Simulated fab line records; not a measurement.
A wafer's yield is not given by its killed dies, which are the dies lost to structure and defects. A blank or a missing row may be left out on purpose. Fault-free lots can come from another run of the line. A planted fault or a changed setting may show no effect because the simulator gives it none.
The tool behind it: which one? -- flow n5_finfet -- 72 wafers from 24 lots sampled at 6 of the route's 1938 steps

## WHAT THE GAUGES SHOWED, per wafer
N5_BEOL_M2_CD_MEAS_28: target cd 26.2 nm, target cd y 24.1 nm.
lot,measured,on,cd_nm (nm)
L074,day 6 19:11,cd_sem-02,26.57 26.30 25.94
L075,day 7 01:02,cd_sem-03,26.08 26.28 26.39
L076,day 7 01:27,cd_sem-03,26.29 25.84 26.02
L077,day 7 01:40,cd_sem-03,26.04 25.95 26.36
L078,day 7 13:50,cd_sem-01,25.74 26.15 25.90
L079,day 7 14:20,cd_sem-03,25.65 26.04 25.89
L081,day 8 13:52,cd_sem-02,26.79 26.41 26.00
L080,day 8 14:07,cd_sem-03,26.02 26.13 25.94
L082,day 8 14:55,cd_sem-01,26.03 26.35 26.53
L083,day 9 01:14,cd_sem-03,25.88 25.89 26.53
L084,day 9 05:53,cd_sem-01,26.18 26.38 26.11
L085,day 9 10:23,cd_sem-01,26.50 26.24 26.09
L086,day 9 23:14,cd_sem-03,26.22 26.40 26.57
L087,day 10 08:26,cd_sem-02,26.08 26.31 26.42
L089,day 10 09:55,cd_sem-03,26.17 26.24 26.05
L088,day 10 10:06,cd_sem-03,26.48 26.29 26.22
L090,day 11 01:33,cd_sem-02,26.16 26.27 26.62
L091,day 11 05:23,cd_sem-02,26.51 25.84 26.07
L092,day 11 08:22,cd_sem-01,26.03 26.62 26.86
L095,day 11 18:34,cd_sem-03,25.95 25.90 26.18
L093,day 12 06:14,cd_sem-02,26.14 25.86 26.24
L094,day 11 22:44,cd_sem-02,26.48 26.51 26.54
L096,day 12 10:54,cd_sem-03,26.28 26.29 26.21
L097,day 12 15:17,cd_sem-01,26.15 26.19 25.88

## WHAT TOOL EACH LOT RAN ON (gives the tool, then ch and the chambers of the sampled wafers, and finally the start)
lot,N5_BEOL_M1_ANNEAL_80,N5_BEOL_M1_SPUTTER_86,N5_BEOL_M1_SPUTTER_94,N5_BEOL_M2_ILD_DEP_00,N5_BEOL_M2_DESCUM_16
L074,"pvd_sputter-03, day 6 14:25","pvd_sputter-03, day 6 14:47","pvd_sputter-03, day 6 15:40","pecvd-02 ch 1,2, day 6 17:08","rie_diel-06 ch 1,3, day 6 18:20"
L075,"pvd_sputter-03, day 6 18:05","pvd_sputter-03, day 6 18:26","pvd_sputter-03, day 6 19:19","pecvd-04 ch 0,1, day 6 20:41","rie_diel-01 ch 0,2, day 7 00:15"
L076,"pvd_sputter-02, day 6 18:19","pvd_sputter-02, day 6 18:40","pvd_sputter-02, day 6 19:33","pecvd-04 ch 1,2, day 6 21:00","rie_diel-01 ch 2,3, day 7 00:34"
L077,"pvd_sputter-01, day 6 20:07","pvd_sputter-01, day 6 20:28","pvd_sputter-01, day 6 21:21","pecvd-03 ch 1,2, day 6 22:41","rie_diel-01 ch 0,2,3, day 7 00:55"
L078,"pvd_sputter-01, day 7 09:01","pvd_sputter-01, day 7 09:23","pvd_sputter-01, day 7 10:16","pecvd-02 ch 1,2, day 7 11:36","rie_diel-06 ch 1,3, day 7 13:04"
L079,"pvd_sputter-03, day 7 09:22","pvd_sputter-03, day 7 09:44","pvd_sputter-03, day 7 10:37","pecvd-02 ch 0,1, day 7 11:56","rie_diel-02 ch 0,1, day 7 13:20"
L081,"pvd_sputter-02, day 8 08:49","pvd_sputter-02, day 8 09:11","pvd_sputter-02, day 8 10:04","pecvd-04 ch 1,2, day 8 11:25","rie_diel-02 ch 0,1,2, day 8 13:07"
L080,"pvd_sputter-01, day 8 08:55","pvd_sputter-01, day 8 09:17","pvd_sputter-01, day 8 10:10","pecvd-02 ch 0,2, day 8 11:30","rie_diel-06 ch 0,2,3, day 8 13:22"
L082,"pvd_sputter-02, day 8 10:42","pvd_sputter-02, day 8 11:04","pvd_sputter-02, day 8 11:56","pecvd-03 ch 0,1, day 8 13:16","rie_diel-06 ch 0,1,3, day 8 14:02"
L083,"pvd_sputter-01, day 8 20:13","pvd_sputter-01, day 8 20:35","pvd_sputter-01, day 8 21:28","pecvd-04 ch 1,2, day 8 22:53","rie_diel-06 ch 0,3, day 9 00:23"
L084,"pvd_sputter-01, day 9 00:31","pvd_sputter-01, day 9 00:52","pvd_sputter-01, day 9 01:45","pecvd-03 ch 1,2, day 9 03:08","rie_diel-06 ch 1,2, day 9 05:02"
L085,"pvd_sputter-01, day 9 05:58","pvd_sputter-01, day 9 06:19","pvd_sputter-01, day 9 07:12","pecvd-02 ch 0,1, day 9 08:32","rie_diel-01 ch 0,2,3, day 9 09:25"
L086,"pvd_sputter-02, day 9 18:34","pvd_sputter-02, day 9 18:55","pvd_sputter-02, day 9 19:48","pecvd-03 ch 1,2, day 9 21:10","rie_diel-06 ch 1,3, day 9 22:22"
L087,"pvd_sputter-03, day 9 23:49","pvd_sputter-03, day 10 00:11","pvd_sputter-03, day 10 03:25","pecvd-04 ch 1,2, day 10 04:49","rie_diel-01 ch 0,1,2, day 10 07:41"
L089,"pvd_sputter-02, day 10 05:12","pvd_sputter-02, day 10 05:34","pvd_sputter-02, day 10 06:26","pecvd-04 ch 0,2, day 10 07:48","rie_diel-06 ch 0,3, day 10 08:57"
L088,"pvd_sputter-03, day 10 05:20","pvd_sputter-03, day 10 05:41","pvd_sputter-03, day 10 06:34","pecvd-03 ch 0,1, day 10 07:59","rie_diel-01 ch 0,1,3, day 10 09:02"
L090,"pvd_sputter-02, day 10 21:11","pvd_sputter-02, day 10 21:32","pvd_sputter-02, day 10 22:25","pecvd-02 ch 0,1, day 10 23:46","rie_diel-06 ch 1,2,3, day 11 00:32"
L091,"pvd_sputter-01, day 11 00:32","pvd_sputter-01, day 11 00:54","pvd_sputter-01, day 11 01:47","pecvd-04 ch 0,1, day 11 03:20","rie_diel-01 ch 1,2,3, day 11 04:37"
L092,"pvd_sputter-02, day 11 02:19","pvd_sputter-02, day 11 02:41","pvd_sputter-02, day 11 03:34","pecvd-02 ch 0,1,2, day 11 04:53","rie_diel-02 ch 0,2,3, day 11 07:35"
L095,"pvd_sputter-02, day 11 12:33","pvd_sputter-02, day 11 12:55","pvd_sputter-02, day 11 13:47","pecvd-04 ch 0,2, day 11 15:07","rie_diel-02 ch 1,2,3, day 11 17:43"
L093,"pvd_sputter-01, day 11 14:47","pvd_sputter-01, day 11 15:08","pvd_sputter-01, day 12 02:10","pecvd-03 ch 0,1,2, day 12 03:29","rie_diel-01 ch 0,3, day 12 05:29"
L094,"pvd_sputter-03, day 11 18:27","pvd_sputter-03, day 11 18:49","pvd_sputter-03, day 11 19:41","pecvd-03 ch 0,1, day 11 21:01","rie_diel-06 ch 0,2,3, day 11 21:52"
L096,"pvd_sputter-02, day 12 06:16","pvd_sputter-02, day 12 06:38","pvd_sputter-02, day 12 07:31","pecvd-03 ch 1,2, day 12 08:52","rie_diel-01 ch 0,1,3, day 12 10:01"
L097,"pvd_sputter-01, day 12 09:59","pvd_sputter-01, day 12 10:20","pvd_sputter-01, day 12 11:13","pecvd-02 ch 0,1, day 12 12:44","rie_diel-01 ch 1,2,3, day 12 14:26"
- N5_BEOL_M1_ANNEAL_80: time 240 s.
- N5_BEOL_M1_SPUTTER_86: material Cu, target thk 4.5 nm, time 8.29 s.
- N5_BEOL_M1_SPUTTER_94: material Cu, target thk 4.5 nm, time 8.29 s.
- N5_BEOL_M2_ILD_DEP_00: deposits SiOC from DEMS/O2, target thk 79 nm, time 15.3 s.
- N5_BEOL_M2_DESCUM_16: chemistry O2, time 7 s.

## AS READ BY THE TOOLS THEMSELVES (means over the sampled wafers that have a number; for cases with no such wafer, the mark the record gives instead)
N5_BEOL_M1_ANNEAL_80.
lot,tool,heater_power_w (W)
L074,pvd_sputter-03,736
L075,pvd_sputter-03,749
L076,pvd_sputter-02,956
L077,pvd_sputter-01,819
L078,pvd_sputter-01,834
L079,pvd_sputter-03,750
L081,pvd_sputter-02,907
L080,pvd_sputter-01,777
L082,pvd_sputter-02,918
L083,pvd_sputter-01,820
L084,pvd_sputter-01,810
L085,pvd_sputter-01,839
L086,pvd_sputter-02,900
L087,pvd_sputter-03,753
L089,pvd_sputter-02,798
L088,pvd_sputter-03,786
L090,pvd_sputter-02,818
L091,pvd_sputter-01,776
L092,pvd_sputter-02,882
L095,pvd_sputter-02,887
L093,pvd_sputter-01,842
L094,pvd_sputter-03,725
L096,pvd_sputter-02,908
L097,pvd_sputter-01,813

N5_BEOL_M1_SPUTTER_86.
lot,tool,throttle_valve_pct (%)
L074,pvd_sputter-03,29.4
L075,pvd_sputter-03,30.4
L076,pvd_sputter-02,29.2
L077,pvd_sputter-01,31.0
L078,pvd_sputter-01,31.2
L079,pvd_sputter-03,29.4
L081,pvd_sputter-02,29.2
L080,pvd_sputter-01,30.7
L082,pvd_sputter-02,29.0
L083,pvd_sputter-01,31.1
L084,pvd_sputter-01,31.4
L085,pvd_sputter-01,31.0
L086,pvd_sputter-02,28.9
L087,pvd_sputter-03,30.4
L089,pvd_sputter-02,29.1
L088,pvd_sputter-03,29.6
L090,pvd_sputter-02,29.2
L091,pvd_sputter-01,30.6
L092,pvd_sputter-02,29.1
L095,pvd_sputter-02,29.3
L093,pvd_sputter-01,30.9
L094,pvd_sputter-03,30.3
L096,pvd_sputter-02,29.3
L097,pvd_sputter-01,31.6

N5_BEOL_M1_SPUTTER_94.
lot,tool,throttle_valve_pct (%)
L074,pvd_sputter-03,29.2
L075,pvd_sputter-03,30.4
L076,pvd_sputter-02,29.1
L077,pvd_sputter-01,31.0
L078,pvd_sputter-01,31.2
L079,pvd_sputter-03,29.3
L081,pvd_sputter-02,29.2
L080,pvd_sputter-01,30.9
L082,pvd_sputter-02,29.0
L083,pvd_sputter-01,31.0
L084,pvd_sputter-01,31.3
L085,pvd_sputter-01,30.7
L086,pvd_sputter-02,28.8
L087,pvd_sputter-03,30.4
L089,pvd_sputter-02,29.1
L088,pvd_sputter-03,29.6
L090,pvd_sputter-02,29.1
L091,pvd_sputter-01,30.4
L092,pvd_sputter-02,29.1
L095,pvd_sputter-02,29.4
L093,pvd_sputter-01,30.7
L094,pvd_sputter-03,30.2
L096,pvd_sputter-02,29.3
L097,pvd_sputter-01,31.4

N5_BEOL_M2_ILD_DEP_00.
lot,tool,heater_power_w (W),showerhead_plenum_p_Torr (Torr),throttle_valve_pct (%)
L074,pecvd-02,541,5.709,12.0
L075,pecvd-04,441,5.684,13.8
L076,pecvd-04,487,5.671,11.4
L077,pecvd-03,460,5.703,12.2
L078,pecvd-02,503,5.701,12.0
L079,pecvd-02,544,5.693,12.8
L081,pecvd-04,494,5.682,11.8
L080,pecvd-02,491,5.693,12.3
L082,pecvd-03,483,5.707,12.1
L083,pecvd-04,526,5.686,11.4
L084,pecvd-03,512,5.692,11.9
L085,pecvd-02,523,5.687,12.8
L086,pecvd-03,475,5.713,12.3
L087,pecvd-04,488,5.686,11.8
L089,pecvd-04,525,5.684,12.4
L088,pecvd-03,434,5.714,12.0
L090,pecvd-02,490,5.704,12.2
L091,pecvd-04,496,5.685,13.9
L092,pecvd-02,522,5.700,12.4
L095,pecvd-04,487,5.676,12.4
L093,pecvd-03,487,5.710,11.9
L094,pecvd-03,450,5.713,12.5
L096,pecvd-03,483,5.704,12.2
L097,pecvd-02,511,5.699,12.4

N5_BEOL_M2_DESCUM_16.
lot,tool,drypump_motor_current_A (A),o2_flow_sccm (sccm),oes_product_au (a.u.),rf_vpp_V (V),showerhead_plenum_p_Torr (Torr),throttle_valve_pct (%)
L074,rie_diel-06,5.0,224.7,0.87,243.8,2.10,20.14
L075,rie_diel-01,5.7,224.3,0.75,242.6,2.08,20.31
L076,rie_diel-01,5.8,224.9,0.87,242.4,2.07,20.48
L077,rie_diel-01,5.7,225.4,0.82,242.3,2.08,20.39
L078,rie_diel-06,5.0,225.5,0.86,243.3,2.09,20.15
L079,rie_diel-02,5.5,225.2,0.69,241.0,1.98,20.47
L081,rie_diel-02,5.4,225.3,0.78,242.5,2.07,20.43
L080,rie_diel-06,5.4,225.2,0.92,244.7,2.14,20.35
L082,rie_diel-06,5.2,225.0,0.90,244.6,2.13,20.20
L083,rie_diel-06,5.4,225.2,0.93,243.5,2.12,20.15
L084,rie_diel-06,5.3,225.4,0.83,244.0,2.11,20.53
L085,rie_diel-01,5.7,225.0,0.88,242.8,2.07,20.24
L086,rie_diel-06,5.2,224.6,0.86,242.9,2.07,20.12
L087,rie_diel-01,5.9,225.8,0.88,242.8,2.06,20.22
L089,rie_diel-06,5.4,224.6,0.92,243.9,2.18,20.25
L088,rie_diel-01,6.3,224.8,0.85,242.6,2.07,20.44
L090,rie_diel-06,5.2,225.5,0.83,244.1,2.09,20.35
L091,rie_diel-01,6.0,225.4,0.91,243.0,2.05,20.33
L092,rie_diel-02,5.8,225.3,0.76,243.0,2.06,20.35
L095,rie_diel-02,5.8,224.8,0.84,244.0,2.14,20.19
L093,rie_diel-01,6.0,224.9,0.78,242.6,2.07,20.40
L094,rie_diel-06,5.4,224.8,0.86,243.3,2.13,20.39
L096,rie_diel-01,6.3,225.4,0.83,243.4,2.06,20.47
L097,rie_diel-01,6.0,225.3,0.88,242.0,2.05,20.34

## THE ANSWER, worked out from the rows above alone
Rule: what is usual is taken from the lots themselves. Put in order of their means at a reading, lots are off if they are a third of the lots or fewer, leave a main group of 4 or more, and stand apart from it by a gap of 3 or more times the standard deviation of the main group's means; of several such gaps the widest counts. If all means in a main group match to the digits the tables above print for the reading, that group is not used. Also off: a lot with no number at a reading for which 4 or more lots have one. Where the step has rows for the other lots, those lots are counted as sound. Order of review: gauges by route order, followed by the tools' own readings, for which a lot's mean as printed above is used. At the first step where some lot is off, the reading lying furthest off is the one used; lots without a number count as furthest.
Nothing can be told from this: no lot is off at any reading shown.

## WHAT THE SIMULATOR PUT IN
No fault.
